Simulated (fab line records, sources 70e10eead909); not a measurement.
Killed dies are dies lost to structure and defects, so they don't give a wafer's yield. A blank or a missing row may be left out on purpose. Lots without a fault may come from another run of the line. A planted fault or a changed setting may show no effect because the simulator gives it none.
Chamber matching | flow nand_harc | NHARC_A_BLC_DESCUM_15 on rie_diel-12: 4 sister chambers
The step chemistry O2, time 3 s. 16 wafers are shown with their chamber, then 8 later ones without.

WAFERS WITH THEIR CHAMBER
wafer  | chamber | drypump_motor_current_A (A) | showerhead_plenum_p_Torr (Torr) | oes_product_au (a.u.)
L335.1 | 3       | 5.6                         | 1.86                            | 0.981
L335.2 | 1       | 5.8                         | 1.85                            | 0.999
L335.6 | 1       | 5.8                         | 1.85                            | 0.993
L334.3 | 2       | 5.3                         | 1.89                            | 1.003
L334.4 | 3       | 5.5                         | 1.85                            | 0.980
L334.6 | 2       | 5.3                         | 1.89                            | 0.995
L336.2 | 0       | 6.6                         | 1.94                            | 1.019
L336.3 | 1       | 5.8                         | 1.85                            | 1.005
L336.4 | 3       | 5.6                         | 1.86                            | 0.982
L344.1 | 2       | 5.3                         | 1.89                            | 0.991
L344.2 | 0       | 6.6                         | 1.94                            | 1.005
L344.4 | 3       | 5.6                         | 1.85                            | 0.995
L343.2 | 3       | 5.6                         | 1.85                            | 0.990
L343.3 | 1       | 5.8                         | 1.85                            | 0.994
L343.4 | 0       | 6.6                         | 1.94                            | 1.011
L351.1 | 3       | 5.5                         | 1.85                            | 0.987

SIGNATURES (means of the wafers above)
reading                  | chamber 0 | chamber 1 | chamber 2 | chamber 3 | scatter within a chamber
drypump_motor_current_A  | 6.600     | 5.800     | 5.300     | 5.567     | 0.0333
showerhead_plenum_p_Torr | 1.9400    | 1.8500    | 1.8900    | 1.8533    | 0.00333
oes_product_au           | 1.01167   | 0.99775   | 0.99633   | 0.98583   | 0.00605
Rule: a wafer's distance from a chamber is the root of the sum, over the readings, of the square of ((its reading less the chamber's mean) divided by the reading's scatter). The wafer belongs to the nearest chamber; if the next one is less than 2 further off, it can't be placed. The scatter: the root of (the sum of the squares of (reading less its chamber's mean) over the shown wafers, divided by (wafers less chambers)).

WAFERS WITHOUT THEIR CHAMBER
wafer  | drypump_motor_current_A (A) | showerhead_plenum_p_Torr (Torr) | oes_product_au (a.u.)
L351.3 | 6.6                         | 1.94                            | 0.985
L351.4 | 5.3                         | 1.89                            | 0.998
L353.2 | 5.5                         | 1.85                            | 0.996
L353.5 | 5.3                         | 1.89                            | 1.012
L353.6 | 5.5                         | 1.85                            | 0.995
L355.3 | 5.3                         | 1.89                            | 1.004
L355.4 | 5.8                         | 1.85                            | 1.007
L355.6 | 5.3                         | 1.89                            | 1.009

WHICH CHAMBER EACH WENT THROUGH
wafer  | from the rows above | in truth
L351.3 | 0                   | 0
L351.4 | 2                   | 2
L353.2 | 3                   | 3
L353.5 | 2                   | 2
L353.6 | 3                   | 3
L355.3 | 2                   | 2
L355.4 | 1                   | 1
L355.6 | 2                   | 2
Placed correctly: 8 of 8. Can't be placed from these rows: 0. Placed wrongly: 0.
